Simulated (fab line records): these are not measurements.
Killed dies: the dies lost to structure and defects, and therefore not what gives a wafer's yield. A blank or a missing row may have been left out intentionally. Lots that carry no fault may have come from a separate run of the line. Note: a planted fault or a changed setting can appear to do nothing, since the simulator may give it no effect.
fab line records | flow nand-harc
record lots=5 | wafers=15 | last-day=33
route steps=1302 shown P_GATE@137 END@1302
lots that met no fault: from a run of the same line without faults
start-h: hours from the record's first day to the start of the lot's first wafer shown | wait-h: how many hours have passed since the lot's step before this one | " unchanged from the row above | L1.1+2: a row that stands for several wafers | - no value present, or no start provided | * or withheld: withheld | < > ~ a bound
route shown NAME@n: NAME is a module with steps in the file, n the number in the route of the first one | usual: average and standard deviation across the fault-free wafers | same: alike in all rows | chamber/n: place in a boat | sites: readings site by site | _std_site: their standard deviation | _edge_site: inner sites' mean taken away from outer sites' mean | radius-mm: for every site, how far away it sits from the centre of the wafer | mask NAME#n: copy n | behind: the tool/chamber that last shaped the wafer | hold: reason for holding the lot/hours on hold/outcome of the hold | device: transistor that didn't switch, given as n, p or np | end of line: tests of these same wafers at the route's end | step lacking rows: just its recipe | killed: not the wafer's yield, but the dies lost to structure and defects at the first sort | map: per-die view of a wafer (x killed, . not killed, _ where there is no die)
set.NAME: the setting the step ran with; set.NAME@STEP: the setting that earlier step ran with | model.NAME: the simulator's own value behind a step, which no gauge read
lots seen at some steps along the route; tables by step, rows by wafer
services: when a tool's chamber went out of use (start-h, in hours from the record's first day, below 0 if earlier), for how many hours, and the reason
## steps
# step NHARC_P_GATE_EBR_22
# step NHARC_P_GATE_EXPOSE_23
# recipe na=1.35 | target-cd-nm=120 | dose-mj=93.91 | mask-id=P_GATE
# step NHARC_P_GATE_PEB_24
# recipe peb-temp-c=100 | peb-time-s=65
# step NHARC_P_GATE_DEVELOP_25
# recipe develop-time-s=35 | dev-temp-c=23
# step NHARC_P_GATE_CD_MEAS_26
# recipe target-cd-nm=120 | landing-energy-ev=500
# usual cd-nm=120.0/0.55
lot.wafer | tool      | chamber | start-h | wait-h | cd-nm
L954.2    | cd-sem-01 | 0       | 110.37  | -      | 120.0
L954.3    | "         | 0       | "       | "      | 119.6
L954.6    | "         | 0       | "       | "      | 120.0
L957.4    | cd-sem-03 | 0       | 143.67  | -      | 120.3
L957.5    | "         | 0       | "       | "      | 119.6
L957.6    | "         | 0       | "       | "      | 119.5
L966.1    | cd-sem-03 | 0       | 248.61  | -      | 120.5
L966.3    | "         | 0       | "       | "      | 119.9
L966.6    | "         | 0       | "       | "      | 120.4
L972.3    | cd-sem-01 | 0       | 292.87  | -      | 120.6
L972.4    | "         | 0       | "       | "      | 120.8
L972.5    | "         | 0       | "       | "      | 120.1
L975.1    | cd-sem-03 | 0       | 324.56  | -      | 119.3
L975.2    | "         | 0       | "       | "      | 119.6
L975.5    | "         | 0       | "       | "      | 120.2
# step NHARC_P_GATE_OVL_MEAS_27
# usual overlay-x-nm=-0.1/0.83 | overlay-y-nm=-0.1/0.75
lot.wafer | tool       | chamber | start-h | wait-h | overlay-x-nm | overlay-y-nm
L954.2    | overlay-02 | -       | 110.46  | -      | -1.3         | -0.3
L954.3    | "          | -       | "       | "      | -0.8         | -1.0
L954.6    | "          | -       | "       | "      | -1.0         | -1.3
L957.4    | overlay-01 | -       | 143.75  | -      | -0.3         | -1.0
L957.5    | "          | -       | "       | "      | 0.1          | -1.0
L957.6    | "          | -       | "       | "      | 0.5          | -1.6
L966.1    | overlay-01 | -       | 248.70  | -      | -1.1         | -0.6
L966.3    | "          | -       | "       | "      | -0.5         | -0.7
L966.6    | "          | -       | "       | "      | -0.8         | -0.4
L972.3    | overlay-01 | -       | 292.95  | -      | -1.5         | -0.1
L972.4    | "          | -       | "       | "      | -1.4         | 0.2
L972.5    | "          | -       | "       | "      | -1.4         | 0.4
L975.1    | overlay-02 | -       | 324.65  | -      | -0.1         | 1.1
L975.2    | "          | -       | "       | "      | -0.2         | 1.0
L975.5    | "          | -       | "       | "      | -0.6         | 1.5
# step NHARC_P_GATE_INSPECT_28
# usual raw-defect-count=6/3.1
lot.wafer | tool              | chamber | start-h | wait-h | raw-defect-count
L954.2    | defect-inspect-02 | -       | 110.49  | 0.0    | 5
L954.3    | "                 | -       | "       | "      | 4
L954.6    | "                 | -       | "       | "      | 6
L957.4    | defect-inspect-02 | -       | 143.79  | 0.0    | 8
L957.5    | "                 | -       | "       | "      | 11
L957.6    | "                 | -       | "       | "      | 7
L966.1    | defect-inspect-02 | -       | 248.74  | 0.0    | 5
L966.3    | "                 | -       | "       | "      | 1
L966.6    | "                 | -       | "       | "      | 4
L972.3    | defect-inspect-02 | -       | 292.99  | 0.0    | 6
L972.4    | "                 | -       | "       | "      | 1
L972.5    | "                 | -       | "       | "      | 4
L975.1    | defect-inspect-01 | -       | 324.68  | 0.0    | 8
L975.2    | "                 | -       | "       | "      | 6
L975.5    | "                 | -       | "       | "      | 11
# step NHARC_P_GATE_DESCUM_31
# recipe time-s=3 | o2-flow-sccm=200 | ar-flow-sccm=0 | bias-power-w=0 | chemistry=O2
# usual drypump-motor-current-A=5.6/0.42 | mfc-ar-sccm=0.006/0.0094 | oes-product-au=1.000/0.0098 | rf-vpp-V=57.8/0.88 | showerhead-plenum-p-Torr=1.93/0.087 | throttle-valve-pct=11.311/0.0093
lot.wafer | tool        | chamber | start-h | wait-h | drypump-motor-current-A | mfc-ar-sccm | oes-product-au | rf-hours-counter-h | rf-vpp-V | showerhead-plenum-p-Torr | throttle-valve-pct
L954.2    | rie-diel-06 | 0       | 110.56  | 0.1    | 6.1                     | 0.006       | 0.981          | 7                  | 58.5     | 2.05                     | 11.300
L954.3    | "           | 1       | "       | "      | 5.7                     | 0           | 1.002          | 7                  | 57.0     | 1.84                     | 11.326
L954.6    | "           | 0       | "       | "      | 6.1                     | 0.006       | 0.983          | -                  | 58.2     | 2.05                     | 11.311
L957.4    | rie-diel-07 | 3       | 143.85  | 0.1    | 5.7                     | 0.001       | 0.997          | 1                  | 57.5     | 1.84                     | 11.333
L957.5    | "           | 3       | "       | "      | 5.7                     | 0.001       | 0.996          | -                  | 57.7     | 1.84                     | 11.318
L957.6    | "           | 0       | "       | "      | 5.6                     | 0           | 1.005          | -                  | 57.2     | 1.84                     | 11.312
L966.1    | rie-diel-11 | 0       | 248.81  | 0.1    | 5.7                     | 0           | 1.011          | 9                  | 59.8     | 1.99                     | 11.288
L966.3    | "           | 1       | "       | "      | 5.4                     | 0.015       | 1.024          | 10                 | 58.3     | 2.05                     | 11.312
L966.6    | "           | 0       | "       | "      | 5.7                     | 0           | 0.998          | -                  | 57.2     | 1.99                     | 11.317
L972.3    | rie-diel-07 | 1       | 293.06  | 0.1    | 5.0                     | 0.008       | 0.997          | 10                 | 58.6     | 1.91                     | 11.314
L972.5    | "           | 0       | "       | "      | 5.7                     | 0           | 1.002          | -                  | 57.2     | 1.84                     | 11.316
L972.4    | "           | 1       | "       | "      | 5.1                     | 0.008       | 1.002          | -                  | 58.1     | 1.91                     | 11.310
L975.1    | rie-diel-06 | 2       | 324.75  | 0.1    | 4.6                     | 0.031       | 0.983          | 0                  | 58.3     | 2.03                     | 11.312
L975.2    | "           | 1       | "       | "      | 5.7                     | 0           | 0.984          | 0                  | 58.9     | 1.84                     | 11.312
L975.5    | "           | 3       | "       | "      | 6.1                     | 0.023       | 0.986          | -                  | 58.8     | 1.99                     | 11.297
# step NHARC_P_GATE_ETCH_104
# recipe target-depth-a=600 | time-s=withheld | cf4-flow-sccm=100 | chf3-flow-sccm=30 | ar-flow-sccm=0 | rf-w=500 | bias-w=200 | chemistry=CF4/CHF3
# usual bias-w=200.0/0.6 | drypump-motor-current-A=5.6/0.43 | mfc-ar-sccm=0.007/0.0093 | oes-product-au=0.952/0.02 | rf-vpp-V=370.8/2.6 | showerhead-plenum-p-Torr=1.58/0.07 | throttle-valve-pct=16.802/0.0084
lot.wafer | tool        | chamber | start-h | wait-h | bias-w | drypump-motor-current-A | mfc-ar-sccm | oes-product-au | rf-vpp-V | showerhead-plenum-p-Torr | throttle-valve-pct
L954.2    | rie-diel-06 | 1       | 110.64  | 0.1    | 199.8  | 5.6                     | 0           | 0.938          | 367.7    | 1.52                     | 16.810
L954.3    | "           | 3       | "       | "      | 198.9  | 6.1                     | 0.023       | 0.941          | 372.9    | 1.64                     | 16.804
L954.6    | "           | 1       | "       | "      | 199.6  | 5.6                     | 0           | 0.937          | 367.5    | 1.52                     | 16.800
L957.4    | rie-diel-07 | 3       | 143.94  | 0.1    | 199.6  | 5.7                     | 0.001       | 0.968          | 366.9    | 1.51                     | 16.815
L957.6    | "           | 1       | "       | "      | 199.8  | 5.1                     | 0.008       | 0.993          | 370.2    | 1.57                     | 16.788
L957.5    | "           | 2       | "       | "      | 198.9  | 5.3                     | 0.003       | 0.978          | 367.9    | 1.49                     | 16.795
L966.3    | rie-diel-11 | 1       | 248.89  | 0.1    | 200.8  | 5.4                     | 0.015       | 0.984          | 373.2    | 1.68                     | 16.811
L966.1    | "           | 2       | "       | "      | 200.1  | 6.3                     | 0           | 0.975          | 368.2    | 1.53                     | 16.808
L966.6    | "           | 1       | "       | "      | 199.5  | 5.4                     | 0.015       | 0.979          | 374.5    | 1.68                     | 16.801
L972.3    | rie-diel-07 | 1       | 293.16  | 0.1    | 199.2  | 5.0                     | 0.008       | 0.960          | 370.4    | 1.57                     | 16.793
L972.4    | "           | 2       | "       | "      | 199.4  | 5.3                     | 0.003       | 0.961          | 368.4    | 1.49                     | 16.809
L972.5    | "           | 1       | "       | "      | 199.4  | 5.1                     | 0.008       | 0.960          | 371.4    | 1.57                     | 16.813
L975.2    | rie-diel-06 | 1       | 324.84  | 0.1    | 200.8  | 5.6                     | 0           | 0.960          | 368.5    | 1.52                     | 16.801
L975.1    | "           | 2       | "       | "      | 200.4  | 4.6                     | 0.031       | 0.956          | 372.4    | 1.66                     | 16.811
L975.5    | "           | 3       | "       | "      | 198.8  | 6.1                     | 0.023       | 0.960          | 371.4    | 1.63                     | 16.803
# step NHARC_P_GATE_HM_OPEN_105
# recipe target-depth-a=3600 | o2-flow-sccm=400 | cos-flow-sccm=20 | ar-flow-sccm=0 | rf-w=500 | bias-w=300 | chemistry=O2/COS
# usual bias-w=300.1/0.97 | drypump-motor-current-A=5.6/0.43 | mfc-ar-sccm=0.007/0.0093 | oes-product-au=0.999/0.0099 | rf-vpp-V=467.7/3 | showerhead-plenum-p-Torr=3.14/0.14 | throttle-valve-pct=28.329/0.0089
lot.wafer | tool        | chamber | start-h | wait-h | bias-w | drypump-motor-current-A | mfc-ar-sccm | oes-product-au | rf-hours-counter-h | rf-vpp-V | showerhead-plenum-p-Torr | throttle-valve-pct
L954.3    | rie-diel-06 | 1       | -       | -      | 300.5  | 5.6                     | 0           | 1.005          | 7                  | 465.2    | 3.01                     | 28.322
L954.2    | "           | 2       | "       | "      | 299.5  | 4.6                     | 0.031       | 0.988          | 8                  | 471.8    | 3.30                     | 28.328
L954.6    | "           | 2       | "       | "      | 299.2  | 4.6                     | 0.031       | 0.982          | -                  | 471.1    | 3.30                     | 28.337
L957.4    | rie-diel-07 | 2       | -       | -      | 300.4  | 5.4                     | 0.003       | 0.980          | 2                  | 463.9    | 2.95                     | 28.333
L957.6    | "           | 3       | "       | "      | 300.5  | 5.7                     | 0.001       | 0.997          | -                  | 464.4    | 3.00                     | 28.327
L957.5    | "           | 0       | "       | "      | 300.8  | 5.6                     | 0           | 1.002          | -                  | 463.8    | 3.00                     | 28.321
L966.1    | rie-diel-11 | 1       | -       | -      | 299.3  | 5.4                     | 0.015       | 1.024          | 10                 | 472.1    | 3.34                     | 28.323
L966.3    | "           | 3       | "       | "      | 301.3  | 5.5                     | 0           | 1.002          | 10                 | 466.0    | 3.11                     | 28.331
L966.6    | "           | 0       | "       | "      | 301.5  | 5.7                     | 0           | 0.999          | -                  | 469.7    | 3.24                     | 28.315
L972.3    | rie-diel-07 | 2       | -       | -      | 299.3  | 5.3                     | 0.003       | 1.004          | 9                  | 463.5    | 2.95                     | 28.325
L972.5    | "           | 0       | "       | "      | 300.7  | 5.7                     | 0           | 0.998          | -                  | 464.3    | 3.00                     | 28.316
L972.4    | "           | 1       | "       | "      | 300.6  | 5.1                     | 0.008       | 0.998          | -                  | 466.7    | 3.12                     | 28.329
L975.1    | rie-diel-06 | 3       | -       | -      | 299.4  | 6.1                     | 0.023       | 1.006          | 0                  | 469.5    | 3.24                     | 28.331
L975.2    | "           | 2       | "       | "      | 299.3  | 4.6                     | 0.031       | 0.991          | 0                  | 471.5    | 3.30                     | 28.335
L975.5    | "           | 3       | "       | "      | 299.9  | 6.1                     | 0.023       | 0.982          | -                  | 469.8    | 3.24                     | 28.333
# step NHARC_P_GATE_STRIP_106
# recipe o2-flow-sccm=400 | cos-flow-sccm=20 | ar-flow-sccm=0 | bias-w=0 | chemistry=O2/COS
# step NHARC_P_GATE_ETCH_114
# recipe target-depth-a=300 | overetch-a=30 | time-s=16.5 | ion-energy-ev=100 | cf4-flow-sccm=80 | o2-flow-sccm=20 | ar-flow-sccm=0 | rf-w=300 | bias-w=100 | chemistry=CF4/O2
# usual bias-w=100.0/0.33 | drypump-motor-current-A=5.6/0.43 | mfc-ar-sccm=0.006/0.0092 | oes-product-au=0.999/0.0084 | rf-vpp-V=197.9/1.4 | showerhead-plenum-p-Torr=1.34/0.06 | throttle-valve-pct=13.396/0.0095
lot.wafer | tool        | chamber | start-h | wait-h | bias-w | drypump-motor-current-A | mfc-ar-sccm | oes-product-au | rf-hours-counter-h | rf-vpp-V | showerhead-plenum-p-Torr | throttle-valve-pct
L954.2    | rie-diel-06 | 2       | -       | -      | 100.5  | 4.6                     | 0.031       | 1.002          | 8                  | 198.7    | 1.42                     | 13.402
L954.3    | "           | 3       | "       | "      | 100.1  | 6.1                     | 0.023       | 1.012          | 7                  | 198.6    | 1.39                     | 13.403
L954.6    | "           | 1       | "       | "      | 99.8   | 5.7                     | 0           | 1.005          | -                  | 196.7    | 1.29                     | 13.400
L957.4    | rie-diel-07 | 2       | -       | -      | 100.1  | 5.3                     | 0.003       | 1.003          | 2                  | 196.1    | 1.26                     | 13.387
L957.6    | "           | 2       | "       | "      | 99.8   | 5.3                     | 0.003       | 0.992          | -                  | 195.2    | 1.26                     | 13.392
L957.5    | "           | 3       | "       | "      | 99.9   | 5.7                     | 0.001       | 1.000          | -                  | 197.6    | 1.28                     | 13.399
L966.1    | rie-diel-11 | 2       | -       | -      | 100.5  | 6.3                     | 0           | 0.990          | 11                 | 196.3    | 1.29                     | 13.379
L966.3    | "           | 3       | "       | "      | 99.9   | 5.4                     | 0           | 1.005          | 10                 | 197.9    | 1.33                     | 13.396
L966.6    | "           | 1       | "       | "      | 100.4  | 5.4                     | 0.015       | 1.018          | -                  | 199.1    | 1.43                     | 13.381
L972.3    | rie-diel-07 | 0       | -       | -      | 100.0  | 5.6                     | 0           | 0.994          | 9                  | 197.3    | 1.28                     | 13.402
L972.5    | "           | 2       | "       | "      | 100.2  | 5.3                     | 0.003       | 0.999          | -                  | 197.3    | 1.26                     | 13.384
L972.4    | "           | 1       | "       | "      | 99.8   | 5.0                     | 0.008       | 0.998          | -                  | 197.2    | 1.33                     | 13.409
L975.1    | rie-diel-06 | 3       | -       | -      | 99.0   | 6.1                     | 0.023       | 0.996          | 0                  | 198.9    | 1.39                     | 13.411
L975.2    | "           | 1       | "       | "      | 100.3  | 5.7                     | 0           | 0.994          | 0                  | 197.0    | 1.28                     | 13.420
L975.5    | "           | 3       | "       | "      | 99.4   | 6.1                     | 0.023       | 0.997          | -                  | 199.5    | 1.39                     | 13.407
# step NHARC_P_GATE_ETCH_32
# recipe target-depth-a=1500 | over-etch-frac=1 | over-etch-ion-energy-ev=40 | time-s=100.1 | hbr-flow-sccm=150 | cl2-flow-sccm=50 | rf-w=400 | icp-w=400 | bias-w=100 | chemistry=HBr/Cl2
# usual bias-w=100.05/0.29 | drypump-motor-current-A=5.8/0.52 | hbr-flow-sccm=150.0/0.5 | oes-product-au=0.999/0.01 | over-etch-frac=1/0 | throttle-valve-pct=26.406/0.0089
lot.wafer | tool      | chamber | start-h | wait-h | bias-w | drypump-motor-current-A | hbr-flow-sccm | oes-product-au | over-etch-frac | rf-hours-counter-h | throttle-valve-pct
L954.2    | rie-si-02 | 1       | 111.03  | -      | 99.55  | 4.7                     | 149.3         | 0.999          | 1              | 0.0                | 26.421
L954.3    | "         | 2       | "       | "      | 99.90  | 6.3                     | 149.4         | 1.004          | 1              | 0.0                | 26.408
L954.6    | "         | 0       | "       | "      | 100.51 | 5.8                     | 149.4         | 1.008          | 1              | -                  | 26.407
L957.4    | rie-si-01 | 1       | 144.34  | -      | 100.41 | 6.2                     | 149.6         | 1.010          | 1              | 0.6                | 26.414
L957.5    | "         | 3       | "       | "      | 100.28 | 6.5                     | 150.0         | 1.005          | 1              | -                  | 26.402
L957.6    | "         | 0       | "       | "      | 100.37 | 5.2                     | 150.1         | 0.996          | 1              | -                  | 26.385
L966.3    | rie-si-02 | 1       | 249.28  | -      | 99.99  | 4.7                     | 149.6         | 0.989          | 1              | 0.9                | 26.404
L966.1    | "         | 2       | "       | "      | 99.89  | 6.3                     | 149.6         | 0.983          | 1.529          | 0.8                | 26.416
L966.6    | "         | 1       | "       | "      | 99.62  | 4.7                     | 149.3         | 0.994          | 1              | -                  | 26.422
L972.4    | rie-si-03 | 3       | 293.58  | -      | 99.90  | 6.2                     | 150.2         | 1.014          | 1              | 0.3                | 26.397
L972.3    | "         | 0       | "       | "      | 100.06 | 5.6                     | 149.4         | 0.990          | 1              | 0.3                | 26.415
L972.5    | "         | 3       | "       | "      | 100.30 | 6.2                     | 150.5         | 1.007          | 1              | -                  | 26.389
L975.1    | rie-si-03 | 1       | 325.24  | -      | 100.24 | 5.8                     | 150.8         | 1.015          | 1              | 0.6                | 26.412
L975.2    | "         | 2       | "       | "      | 100.16 | 6.2                     | 150.9         | 1.006          | 1              | 0.6                | 26.402
L975.5    | "         | 3       | "       | "      | 100.17 | 6.2                     | 149.2         | 1.015          | 1              | -                  | 26.425
# step NHARC_P_GATE_STRIP_108
# recipe o2-flow-sccm=500 | ar-flow-sccm=0 | bias-w=0 | chemistry=O2
# usual drypump-motor-current-A=5.6/0.42 | mfc-ar-sccm=0.006/0.0094 | oes-product-au=0.999/0.0085 | rf-vpp-V=57.7/0.95 | showerhead-plenum-p-Torr=3.51/0.15 | throttle-valve-pct=17.036/0.0092
# same bias-w=0
lot.wafer | tool        | chamber | start-h | wait-h | drypump-motor-current-A | mfc-ar-sccm | oes-product-au | rf-hours-counter-h | rf-vpp-V | showerhead-plenum-p-Torr | throttle-valve-pct
L954.3    | rie-diel-06 | 1       | 111.19  | -      | 5.7                     | 0           | 1.012          | 6.8                | 58.5     | 3.40                     | 17.029
L954.2    | "           | 3       | "       | "      | 6.1                     | 0.023       | 1.002          | 7.1                | 59.1     | 3.67                     | 17.038
L954.6    | "           | 0       | "       | "      | 6.1                     | 0.006       | 0.991          | -                  | 57.3     | 3.76                     | 17.038
L957.4    | rie-diel-11 | 0       | 144.53  | -      | 5.7                     | 0           | 1.009          | -                  | 56.4     | 3.67                     | 17.042
L957.5    | "           | 2       | "       | "      | 6.3                     | 0           | 0.983          | -                  | 58.1     | 3.43                     | 17.025
L957.6    | "           | 3       | "       | "      | 5.4                     | 0           | 0.997          | -                  | 57.7     | 3.52                     | 17.038
L966.1    | rie-diel-07 | 3       | 249.43  | -      | 5.7                     | 0.001       | 1.005          | 6.0                | 58.5     | 3.39                     | 17.038
L966.3    | "           | 0       | "       | "      | 5.6                     | 0           | 0.998          | 6.6                | 56.2     | 3.39                     | 17.054
L966.6    | "           | 3       | "       | "      | 5.7                     | 0.001       | 1.000          | -                  | 57.5     | 3.39                     | 17.035
L972.3    | rie-diel-06 | 2       | 293.75  | -      | 4.7                     | 0.031       | 1.006          | 9.5                | 58.0     | 3.72                     | 17.044
L972.4    | "           | 1       | "       | "      | 5.7                     | 0           | 0.994          | -                  | 57.5     | 3.40                     | 17.054
L972.5    | "           | 3       | "       | "      | 6.1                     | 0.023       | 0.995          | -                  | 56.0     | 3.66                     | 17.027
L975.1    | rie-diel-06 | 3       | 325.40  | -      | 6.1                     | 0.023       | 0.997          | 0.3                | 56.5     | 3.66                     | 17.029
L975.2    | "           | 0       | "       | "      | 6.1                     | 0.006       | 0.997          | 0.4                | 58.4     | 3.75                     | 17.039
L975.5    | "           | 1       | "       | "      | 5.7                     | 0           | 0.999          | -                  | 58.5     | 3.40                     | 17.041
# step NHARC_END_SORT_01
# recipe temp-c=25
# usual killed-at-array=52/18 | killed-at-other=0.6/1.1 | killed-at-periphery=3.7/2.4 | killed-dies=57/19 | killed-open=3.1/1.7 | killed-short=2.5/1.7
# same gross-dies=677
lot.wafer | tool      | chamber | start-h | wait-h | killed-at-array | killed-at-other | killed-at-periphery | killed-dies | killed-open | killed-short
L972.3    | prober-01 | 0       | 752.01  | 3.1    | 37              | 0               | 3                   | 40          | 2           | 1
L972.4    | prober-01 | 0       | 752.78  | 3.3    | 45              | 0               | 0                   | 45          | 4           | 1
L972.5    | prober-01 | 0       | 753.56  | 3.6    | 37              | 1               | 2                   | 40          | 6           | 3
# killed by level:class
L972.3 A_CHANNEL_HOLE_D1:chamber-film-flake=19 A_SLIT:chamber-film-flake=8 A_CONTACT:chamber-film-flake=4 P_ZERO_WELL:chamber-film-flake=2 A_CHANNEL_FILL_D2:chamber-film-flake=2 P_M0:geometric-particle:open=1 A_CHANNEL_FILL_D1:geometric-particle:open=1 A_M0:geometric-particle:short=1
L972.4 A_CHANNEL_HOLE_D1:chamber-film-flake=25 A_M1:chamber-film-flake=5 A_SLIT:chamber-film-flake=4 A_WL_FILL:chamber-film-flake=2 A_CONTACT:chamber-film-flake=2 A_ONON_D1:geometric-particle:open=1 A_ONON_D1:geometric-particle:short=1 A_CHANNEL_FILL_D2:geometric-particle:open=1
L972.5 A_CHANNEL_HOLE_D1:chamber-film-flake=18 A_SLIT:chamber-film-flake=3 A_STAIRCASE:chamber-film-flake=3 A_M1:chamber-film-flake=3 P_CONTACT:geometric-particle:open=1 A_DECK1_JOINT:geometric-particle:short=1 A_ONON_D2:geometric-particle:open=1 A_ONON_D2:geometric-particle:short=1
## services
tool        | chamber | start-h | hours | kind
rie-si-02   | -       | 100.00  | 9.0   | pm
rie-diel-11 | 1       | 115.04  | 3.4   | repair
rie-diel-07 | -       | 117.25  | 9.0   | pm
rie-diel-06 | -       | 130.20  | 9.0   | pm
rie-diel-11 | 1       | 141.06  | 6.7   | repair
rie-diel-06 | 1       | 155.56  | 13.0  | repair
rie-diel-06 | 2       | 159.63  | 4.4   | repair
rie-diel-07 | 0       | 181.70  | 1.7   | repair
rie-diel-06 | 3       | 190.50  | 11.0  | repair
rie-diel-06 | 1       | 190.71  | 27.0  | repair
rie-diel-07 | 1       | 201.64  | 3.6   | repair
rie-diel-06 | 0       | 245.15  | 13.6  | repair
rie-diel-11 | -       | 255.67  | 9.0   | pm
rie-diel-06 | -       | 256.25  | 1.1   | repair
rie-diel-07 | 0       | 269.50  | 6.0   | repair
rie-diel-06 | 0       | 287.07  | 7.5   | repair
rie-diel-07 | 3       | 289.90  | 22.3  | repair
rie-diel-07 | 0       | 293.56  | 9.5   | repair
rie-diel-07 | -       | 294.25  | 9.0   | pm
rie-diel-06 | 2       | 294.48  | 15.5  | repair
rie-diel-11 | 1       | 295.98  | 3.3   | repair
rie-diel-06 | -       | 307.20  | 9.0   | pm
rie-diel-11 | 1       | 310.57  | 9.8   | repair
rie-diel-11 | -       | 318.92  | 5.0   | repair
## key
first-sign step=NHARC_P_GATE_ETCH_32 | reading=over-etch-frac | direction=up | sigmas=99+ | usual=1 | struck=1.529
effect none on later readings
met-at NHARC_P_GATE_ETCH_32
struck-wafers L966.1
tester-left-out L966
onset-between 111.03 249.28
fault kind=process-parameter-drift | tool=rie-si-02 | chamber=- | onset-h=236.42 | steps=NHARC_P_GATE_ETCH_32 | channel=over-etch-frac | offset=0.52902 | shape=step | end-h=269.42 | scope=struck-wafers-only | stated=1
# tester-left-out: of these lots the tester's yield and bins aren't shown, on N5 and GAA mostly nor the transistor test; their killed dies are dies lost to structure and defects alone, not to doping, threshold or leakage, so they don't give the yield
